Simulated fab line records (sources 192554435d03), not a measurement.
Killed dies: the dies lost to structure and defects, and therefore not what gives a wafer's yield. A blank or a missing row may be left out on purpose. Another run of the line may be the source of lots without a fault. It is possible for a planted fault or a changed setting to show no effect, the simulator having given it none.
Matching of chambers :: flow n5-finfet :: rie-diel-01 running N5_BEOL_M10_DESCUM_16: 4 sister chambers
The step chemistry O2, time 7.9 s. 14 wafers are shown with their chamber, then 7 later ones without.

## WAFERS, EACH WITH ITS CHAMBER
wafer: L074.1
chamber: 3
throttle-valve-pct (%): 20.62
showerhead-plenum-p-Torr (Torr): 2.06
drypump-motor-current-A (A): 5.7

wafer: L074.3
chamber: 0
throttle-valve-pct (%): 20.54
showerhead-plenum-p-Torr (Torr): 2.11
drypump-motor-current-A (A): 5.8

wafer: L074.5
chamber: 2
throttle-valve-pct (%): 20.63
showerhead-plenum-p-Torr (Torr): 2.11
drypump-motor-current-A (A): 5.6

wafer: L079.2
chamber: 1
throttle-valve-pct (%): 20.30
showerhead-plenum-p-Torr (Torr): 2.11
drypump-motor-current-A (A): 5.7

wafer: L079.3
chamber: 3
throttle-valve-pct (%): 20.64
showerhead-plenum-p-Torr (Torr): 2.06
drypump-motor-current-A (A): 5.7

wafer: L079.5
chamber: 2
throttle-valve-pct (%): 20.64
showerhead-plenum-p-Torr (Torr): 2.10
drypump-motor-current-A (A): 5.6

wafer: L088.2
chamber: 0
throttle-valve-pct (%): 20.57
showerhead-plenum-p-Torr (Torr): 2.10
drypump-motor-current-A (A): 5.8

wafer: L088.3
chamber: 1
throttle-valve-pct (%): 20.32
showerhead-plenum-p-Torr (Torr): 2.11
drypump-motor-current-A (A): 5.7

wafer: L088.4
chamber: 2
throttle-valve-pct (%): 20.68
showerhead-plenum-p-Torr (Torr): 2.10
drypump-motor-current-A (A): 5.7

wafer: L086.1
chamber: 1
throttle-valve-pct (%): 20.32
showerhead-plenum-p-Torr (Torr): 2.11
drypump-motor-current-A (A): 5.7

wafer: L086.3
chamber: 2
throttle-valve-pct (%): 20.66
showerhead-plenum-p-Torr (Torr): 2.10
drypump-motor-current-A (A): 5.6

wafer: L086.5
chamber: 3
throttle-valve-pct (%): 20.64
showerhead-plenum-p-Torr (Torr): 2.05
drypump-motor-current-A (A): 5.7

wafer: L090.3
chamber: 2
throttle-valve-pct (%): 20.68
showerhead-plenum-p-Torr (Torr): 2.10
drypump-motor-current-A (A): 5.7

wafer: L090.4
chamber: 3
throttle-valve-pct (%): 20.66
showerhead-plenum-p-Torr (Torr): 2.05
drypump-motor-current-A (A): 5.7

SIGNATURES (means of the wafers above)
reading: throttle-valve-pct
chamber 0: 20.5550
chamber 1: 20.3133
chamber 2: 20.6580
chamber 3: 20.6400
scatter within a chamber: 0.019

reading: showerhead-plenum-p-Torr
chamber 0: 2.1050
chamber 1: 2.1100
chamber 2: 2.1020
chamber 3: 2.0550
scatter within a chamber: 0.0048

reading: drypump-motor-current-A
chamber 0: 5.800
chamber 1: 5.700
chamber 2: 5.640
chamber 3: 5.700
scatter within a chamber: 0.0346
Rule: distance of a wafer from a chamber = root of the sum over the readings of ((wafer's reading minus chamber's mean) / reading's scatter) squared. If the next closest chamber is less than 2 further off than the closest, the wafer can't be placed; otherwise it belongs to the closest. How the scatter is found: for the shown wafers, subtract from each reading the mean of its chamber, square and add these, divide the total by (wafers less chambers), then take the root.

## WAFERS WITH NO CHAMBER GIVEN
wafer: L090.6
throttle-valve-pct (%): 20.35
showerhead-plenum-p-Torr (Torr): 2.10
drypump-motor-current-A (A): 5.7

wafer: L093.2
throttle-valve-pct (%): 20.67
showerhead-plenum-p-Torr (Torr): 2.05
drypump-motor-current-A (A): 5.7

wafer: L093.3
throttle-valve-pct (%): 20.36
showerhead-plenum-p-Torr (Torr): 2.10
drypump-motor-current-A (A): 5.7

wafer: L093.4
throttle-valve-pct (%): 20.60
showerhead-plenum-p-Torr (Torr): 2.10
drypump-motor-current-A (A): 5.7

wafer: L094.3
throttle-valve-pct (%): 20.38
showerhead-plenum-p-Torr (Torr): 2.10
drypump-motor-current-A (A): 5.8

wafer: L094.5
throttle-valve-pct (%): 20.71
showerhead-plenum-p-Torr (Torr): 2.09
drypump-motor-current-A (A): 5.7

wafer: L094.6
throttle-valve-pct (%): 20.60
showerhead-plenum-p-Torr (Torr): 2.09
drypump-motor-current-A (A): 5.7

## CHAMBER TAKEN BY EACH
wafer: L090.6
from the rows above: 1
in truth: 1

wafer: L093.2
from the rows above: 3
in truth: 3

wafer: L093.3
from the rows above: 1
in truth: 1

wafer: L093.4
from the rows above: can't be placed: 2 or 0
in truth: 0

wafer: L094.3
from the rows above: 1
in truth: 1

wafer: L094.5
from the rows above: 2
in truth: 2

wafer: L094.6
from the rows above: can't be placed: 2 or 0
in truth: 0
5 of 7 placed correctly. These rows do not allow placing 2 (true chamber among the candidates in 2). Number placed wrongly: 0.
